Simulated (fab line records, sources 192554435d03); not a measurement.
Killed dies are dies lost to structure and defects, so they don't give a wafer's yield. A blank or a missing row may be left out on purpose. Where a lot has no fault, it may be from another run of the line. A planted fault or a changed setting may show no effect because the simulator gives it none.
A lot that was struck, set against a sound lot :: flow n5_finfet :: 44 steps out of a route of 1938
Sound: the wafers L504.3, L504.4, L504.6. Wafers struck: L522.2, L522.4, L522.6. At the end, the cause is stated.
Each step with rows lists, per side, the tool, then ch with its chambers, then its first start. Under that, the readings that differ: sound wafers :: struck wafers :: difference of the means :: sigmas: that difference in standard deviations of wafers without a fault.
alike: readings whose means differ by less than 2 such deviations, and words and numbers that are the same on both sides. not compared: withheld readings, readings that some wafer has no value for, bounds like >300 that may hide the same value, and numbers for which the record gives no deviation and whose values overlap.
Wherever a step has rows on one side only, a row that says differs or no value, or a row with sigmas, the two part there. Numbers that have no deviation but don't overlap get no sigmas and don't part them. Lack of a reading on every wafer of one side parts them only where that side has two or more wafers.

first, 7 steps without rows for these wafers: N5_WELL_APT_COAT_02 (resist thk 950 nm); N5_WELL_APT_EBR_04; N5_WELL_APT_SOFTBAKE_03 (time 60 s); N5_WELL_APT_EXPOSE_05 (exposes mask NWELL, defocus 0 nm, target cd 200 nm); N5_WELL_APT_PEB_06 (peb time 90 s); N5_WELL_APT_DEVELOP_07 (develop time 45 s); N5_WELL_APT_HARDBAKE_12 (time 120 s).
N5_WELL_APT_CD_MEAS_08: target cd 200 nm.
  sound on cd_sem-03 ch 0, day 2 19:40; struck on cd_sem-02 ch 0, day 7 07:52
reading: cd_nm (nm)
sound: 197.2 200.2 200.6
struck: 201.6 201.7 203.3
difference: +2.9
sigmas: +2
N5_WELL_APT_OVL_MEAS_09:
  sound on overlay-02 ch 0, day 2 19:42; struck on overlay-02 ch 0, day 7 07:53
reading: NWELL_OVL (nm)
sound: 2 1 6
struck: -5 -7 -8
difference: -10
sigmas: -2
N5_WELL_APT_INSPECT_10: inspects for defects (macro).
  struck on defect_inspect-01, day 7 07:55; sound on defect_inspect-01, day 2 19:44
  alike: raw_defect_count
N5_WELL_APT_DESCUM_13: chemistry O2, time 7.9 s.
  sound on rie_diel-03 ch 0,2,3, day 2 19:46; struck on rie_diel-06 ch 1,2,3, day 7 07:57
  alike: drypump_motor_current_A, oes_product_au, rf_vpp_V, showerhead_plenum_p_Torr, throttle_valve_pct
  not compared: rf_hours_counter_h
after that, 1 step had no rows for these wafers: N5_WELL_APT_IMPLANT_14.
N5_WELL_APT_IMPLANT_15:
  sound on implanter-02 ch 0, day 2 20:06; struck on implanter-01 ch 0, day 7 08:16
reading: dose_ions_cm2
sound: 1.4991e+13 1.5006e+13 1.4972e+13
struck: 2.1527e+13 2.1531e+13 2.1523e+13
difference: +6.5373e+12
sigmas: +99 or more

reading: faraday_current_uA
sound: 193 194 187
struck: 278 282 278
difference: +88
sigmas: +23
then, 9 steps without rows for these wafers: N5_WELL_APT_STRIP_16 (strips in SPM, time 900 s); N5_WELL_APT_HMDS_18 (time 60 s); N5_WELL_APT_COAT_19 (resist thk 950 nm); N5_WELL_APT_EBR_21; N5_WELL_APT_SOFTBAKE_20 (time 60 s); N5_WELL_APT_EXPOSE_22 (exposes mask PWELL, defocus 0 nm, target cd 200 nm); N5_WELL_APT_PEB_23 (peb time 90 s); N5_WELL_APT_DEVELOP_24 (develop time 45 s); N5_WELL_APT_HARDBAKE_29 (time 120 s).
N5_WELL_APT_CD_MEAS_25: target cd 200 nm.
  sound on cd_sem-02 ch 0, day 2 20:47; struck on cd_sem-03 ch 0, day 7 08:59
  alike: cd_nm
N5_WELL_APT_OVL_MEAS_26:
  sound on overlay-02 ch 0, day 2 20:49; struck on overlay-01 ch 0, day 7 09:01
  alike: PWELL_OVL
N5_WELL_APT_INSPECT_27: inspects for defects (macro).
  struck on defect_inspect-01, day 7 09:02; sound on defect_inspect-02, day 2 20:51
  alike: raw_defect_count
N5_WELL_APT_DESCUM_30: chemistry O2, time 7.9 s.
  sound on rie_diel-03 ch 0,2,3, day 2 20:55; struck on rie_diel-01 ch 0,3, day 7 09:04
  alike: drypump_motor_current_A, oes_product_au, rf_vpp_V, showerhead_plenum_p_Torr, throttle_valve_pct
  not compared: rf_hours_counter_h
then, 3 steps without rows for these wafers: N5_WELL_APT_IMPLANT_31; N5_WELL_APT_IMPLANT_32; N5_WELL_APT_STRIP_33 (strips in SPM, time 900 s).
N5_WELL_APT_RTA_34: time 10 s.
  sound on rtp_anneal-01 ch 0, day 2 21:44; struck on rtp_anneal-02 ch 0, day 7 09:53
  alike: lamp_power_pct, lamp_zone_6_pct, wafer_temp_C_max
then, 4 steps without rows for these wafers: N5_WELL_APT_OXIDE_STRIP_42 (strips SiO2 in dHF, time 45 s, target depth 12 nm); N5_WELL_APT_PRECLEAN_36 (cleans in O3/DIW, time 45 s); N5_WELL_APT_PRECLEAN_39 (cleans in dHF, time 60 s); N5_WELL_APT_SRD_37 (time 30 s).
N5_WELL_APT_EPI_41: deposits Si from SiH4/H2, target thk 50 nm, time 297.7 s.
  sound on epi_rpcvd-04 ch 0, day 2 22:08; struck on epi_rpcvd-03 ch 0, day 7 10:12
  alike: throttle_valve_pct
N5_WELL_APT_INSPECT_38: inspects for defects (darkfield).
  struck on defect_inspect-02, day 7 10:44; sound on defect_inspect-01, day 2 22:34
reading: raw_defect_count
sound: 21 17 24
struck: 11 11 10
difference: -10
sigmas: -2
N5_PMOS_HMC_CHANNEL_EPI_HM_DEP_34: deposits SiO2 from TEOS/O2, target thk 36 nm, time 6.9 s.
  sound on pecvd-04 ch 1,2, day 2 22:37; struck on pecvd-03 ch 0,1, day 7 10:46
  alike: heater_power_w, showerhead_plenum_p_Torr, throttle_valve_pct
then, 5 steps without rows for these wafers: N5_PMOS_HMC_CHANNEL_EPI_COAT_31 (time 60 s, resist thk 66 nm); N5_PMOS_HMC_CHANNEL_EPI_COAT_03 (resist thk 205 nm); N5_PMOS_HMC_CHANNEL_EPI_EBR_05; N5_PMOS_HMC_CHANNEL_EPI_SOFTBAKE_04 (time 60 s); N5_PMOS_HMC_CHANNEL_EPI_EXPOSE_06 (exposes mask PMOS HMC BLK, target cd 240 nm).
-- record jumps: 6 days separate the struck wafers' starts on either side; left off in module PMOS_HMC_CHANNEL_EPI, taken up again in module BEOL_M4, whose first shown step is the route's number 1111 --
N5_BEOL_M4_RC_MEAS_101:
  sound on prober-02 ch 0, day 8 15:10; struck on prober-01 ch 0, day 13 10:15
reading: CJ_P
sound: 5.90 5.64 5.90
struck: 7.11 6.73 6.89
difference: +1.10
sigmas: +6
  alike: DIBL_N, DIBL_P, IOFF_N, IOFF_P, ION_N, ION_P, SS_N, SS_P, VT_N, VT_P
N5_PASSIVATION_PROBE_49:
  rows exist in the record for the sound wafers here (prober-01, day 13 01:37), none for the struck ones

== WHERE THEY PART ==
Last at N5_PASSIVATION_PROBE_49 as far as this record goes, first at N5_WELL_APT_CD_MEAS_08.

WHY: what the simulator had put in
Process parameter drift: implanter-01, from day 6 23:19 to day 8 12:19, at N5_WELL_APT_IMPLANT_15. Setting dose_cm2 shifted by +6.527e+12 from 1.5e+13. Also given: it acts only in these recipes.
